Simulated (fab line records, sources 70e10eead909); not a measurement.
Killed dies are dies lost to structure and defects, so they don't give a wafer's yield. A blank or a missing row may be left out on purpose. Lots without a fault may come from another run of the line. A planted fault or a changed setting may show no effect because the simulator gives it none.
A struck lot beside a sound one | flow nand_harc | 41 steps out of a route of 1159
Sound: wafers L355.2, L355.4, L355.5. Struck: wafer L365.6. (L365.3, L365.5 of the same lot were not struck and are left out.) The cause comes at the end.
At each step with rows: each side's tool, then ch and its chambers, then its first start. Under that, the readings that differ: sound wafers | struck wafers | difference of the means | sigmas: that difference in standard deviations of wafers without a fault.
alike: readings whose means differ by less than 2 such deviations, and words and numbers that are the same on both sides. not compared: withheld readings, readings that some wafer has no value for, bounds like >300 that may hide the same value, and numbers for which the record gives no deviation and whose values overlap.
The two part at a step that has a row with sigmas, a row that says differs or no value, or rows on one side only. Numbers that don't overlap but have no deviation are shown without sigmas and don't part them. A reading that every wafer of one side lacks parts them only if that side has two wafers or more.

NHARC_P_M2_INSPECT_11:
  sound on defect_inspect-01, day 7 00:53; struck on defect_inspect-02, day 9 11:01
  alike: raw_defect_count
then, 1 step without rows for these wafers: NHARC_P_M2_DESCUM_14 (chemistry O2, time 3 s).
NHARC_P_M2_ETCH_35: etches the open film in N2/H2, target depth 40 nm, overetch 12 nm, time 43.94 s.
  sound on rie_diel-05 ch 0,1,3, day 7 01:02; struck on rie_diel-05 ch 2, day 9 11:10
  alike: bias_w, chamber_pressure_mTorr, drypump_motor_current_A, n2_flow_sccm, oes_product_au, rf_vpp_V, showerhead_plenum_p_Torr, throttle_valve_pct
  not compared: rf_hours_counter_h
NHARC_P_M2_ETCH_15: etches the open film in C4F8/Ar, target depth 182.5 nm, time 91.2 s.
  sound on rie_diel-05 ch 1,2,3; struck on rie_diel-05 ch 0
  alike: bias_w, chamber_pressure_mTorr, oes_product_au, rf_vpp_V
  not compared: rf_hours_counter_h
NHARC_P_M2_CD_MEAS_16:
  sound on cd_sem-01, day 7 01:16; struck on cd_sem-01, day 9 11:23
  reading    | sound             | struck | difference | sigmas
  cd_nm (nm) | 171.0 168.0 168.8 | 171.9  | +2.6       | +3
then, 7 steps without rows for these wafers: NHARC_P_M2_STRIP_18 (strips in N2/H2); NHARC_P_M2_ETCH_28 (etches the open film in CF4/N2, target depth 30 nm, time 72.99 s); NHARC_P_M2_STRIP_19 (strips in post etch residue remover, time 600 s); NHARC_P_M2_DEGAS_29 (time 60 s); NHARC_P_M2_PRE_CLEAN_30 (time 30 s); NHARC_P_M2_PVD_20 (deposits TaN, target thk 5 nm, time 8.06 s); NHARC_P_M2_PVD_21 (deposits Cu, target thk 30 nm, time 20.49 s).
NHARC_P_M2_ECD_22: material Cu, target thk 400 nm.
  sound on ecd_cu-01 ch 0,1, day 7 02:23; struck on ecd_cu-01 ch 0,1, day 9 12:37
then, 2 steps without rows for these wafers: NHARC_P_M2_ANNEAL_31 (time 90 s); NHARC_P_M2_CMP_23 (polishes, t overpolish 20 s, target thk 144.3 nm).
NHARC_P_M2_THK_MEAS_24: measures by xrf.
  sound on film_metro-01, day 7 03:22; struck on film_metro-01, day 9 13:32
  alike: thk_nm
then, 2 steps without rows for these wafers: NHARC_P_M2_SRD_25; NHARC_P_M2_PRE_CLEAN_32 (time 12 s).
NHARC_P_M2_DEP_33: deposits SiCN, target thk 30 nm.
  sound on pecvd-04 ch 0,1,2, day 7 03:41; struck on pecvd-01 ch 2, day 9 13:51
  alike: heater_power_w
NHARC_P_BONDPAD_DEP_00: deposits SiCN, target thk 250 nm.
  sound on pecvd-04 ch 0,1,2; struck on pecvd-01 ch 2
  alike: heater_power_w
then, 1 step without rows for these wafers: NHARC_P_BONDPAD_CMP_32 (polishes SiCN, target thk 200 nm).
NHARC_P_BONDPAD_THK_MEAS_33: measures by ellipsometry.
  sound on film_metro-01, day 7 04:43; struck on film_metro-01, day 9 14:55
  alike: thk_nm
then, 10 steps without rows for these wafers: NHARC_P_BONDPAD_SRD_34; NHARC_P_BONDPAD_DEHYDRATE_01 (time 120 s); NHARC_P_BONDPAD_HMDS_02 (time 30 s); NHARC_P_BONDPAD_COAT_36 (time 65 s); NHARC_P_BONDPAD_COAT_03 (resist thk 600 nm); NHARC_P_BONDPAD_SOFTBAKE_04 (time 70 s); NHARC_P_BONDPAD_EBR_05; NHARC_P_BONDPAD_EXPOSE_06 (exposes mask P BPAD); NHARC_P_BONDPAD_PEB_07 (peb time 80 s); NHARC_P_BONDPAD_DEVELOP_08 (time 50 s).
NHARC_P_BONDPAD_CD_MEAS_09: target cd 500 nm.
  sound on cd_sem-03 ch 0, day 7 05:10; struck on cd_sem-03 ch 0, day 9 15:29
  alike: cd_nm
NHARC_P_BONDPAD_OVL_MEAS_38:
  sound on overlay-02, day 7 05:15; struck on overlay-02, day 9 15:34
  alike: overlay_x_nm, overlay_y_nm
then, 2 steps without rows for these wafers: NHARC_P_BONDPAD_HARDBAKE_10 (time 65 s); NHARC_P_BONDPAD_DESCUM_11 (chemistry O2, time 3 s).
NHARC_P_BONDPAD_ETCH_37: etches the open film in N2/H2, target depth 60 nm, overetch 18 nm, time 65.91 s.
  sound on rie_diel-04 ch 2,3, day 7 05:28; struck on rie_diel-13 ch 2, day 9 15:47
  reading                         | sound          | struck | difference | sigmas
  showerhead_plenum_p_Torr (Torr) | 1.93 2.09 2.09 | 2.21   | +0.17      | +2
  alike: bias_w, chamber_pressure_mTorr, drypump_motor_current_A, n2_flow_sccm, oes_product_au, rf_vpp_V, throttle_valve_pct
  not compared: rf_hours_counter_h
then, 1 step without rows for these wafers: NHARC_P_BONDPAD_ETCH_12 (etches the open film in CHF3/O2, target depth 200 nm, time 100 s).
NHARC_P_BONDPAD_CD_MEAS_13:
  sound on cd_sem-02, day 7 05:41; struck on cd_sem-01, day 9 16:01
  alike: cd_nm
then, 1 step without rows for these wafers: NHARC_P_BONDPAD_STRIP_15 (strips in O2).
-- the record jumps here: 15 days lie between the struck wafers' starts before and after (it left off in module P_BONDPAD and takes up again in module END, whose first step shown is number 1159 of the route) --
NHARC_END_SORT_01:
  the record has rows for the struck wafers here (prober-02 ch 0, day 24 06:02) and none for the sound ones

WHERE THEY PART
First at NHARC_P_M2_CD_MEAS_16; last, within this record, at NHARC_END_SORT_01.

WHY: what the simulator had put in
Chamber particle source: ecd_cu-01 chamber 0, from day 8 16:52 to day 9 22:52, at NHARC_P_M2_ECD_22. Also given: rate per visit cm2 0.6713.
